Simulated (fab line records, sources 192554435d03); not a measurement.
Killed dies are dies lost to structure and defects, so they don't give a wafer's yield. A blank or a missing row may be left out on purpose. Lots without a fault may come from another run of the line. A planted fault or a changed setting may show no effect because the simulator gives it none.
Chamber matching | flow n5_finfet | N5_BEOL_M10_VIA_ETCH_34 on rie_diel-03: 4 sister chambers
The step etches SiCOH lowk in C4F6/O2, target depth 184.5 nm, time 69.2 s. 4 wafers are shown with their chamber, then 8 later ones without.

WAFERS WITH THEIR CHAMBER
wafer  | chamber | drypump_motor_current_A (A)
L079.4 | 1       | 5.5
L088.1 | 0       | 5.2
L088.5 | 2       | 5.0
L090.1 | 3       | 6.0

WAFERS WITHOUT THEIR CHAMBER
wafer  | drypump_motor_current_A (A)
L090.3 | 5.5
L090.5 | 5.2
L092.3 | 5.0
L092.4 | 5.5
L092.6 | 5.2
L096.1 | 5.9
L096.5 | 5.0
L096.6 | 5.2

WHICH CHAMBER EACH WENT THROUGH
wafer  | from the rows above | in truth
L090.3 | 1                   | 1
L090.5 | 0                   | 0
L092.3 | 2                   | 2
L092.4 | 1                   | 1
L092.6 | 0                   | 0
L096.1 | 3                   | 3
L096.5 | 2                   | 2
L096.6 | 0                   | 0
Placed correctly: 8 of 8. Can't be placed from these rows: 0. Placed wrongly: 0.
How it was worked out, from the rows above alone: a wafer's distance from a chamber is the root of the sum, over the readings, of the square of ((its reading less the chamber's mean) divided by the reading's scatter). The wafer belongs to the nearest chamber; if the next one is less than 2 further off, it can't be placed. A chamber's mean is the mean of its shown wafers. The scatter: with one shown wafer a chamber, the root of the mean of the squares of how far each hidden wafer lies from its nearest shown one.
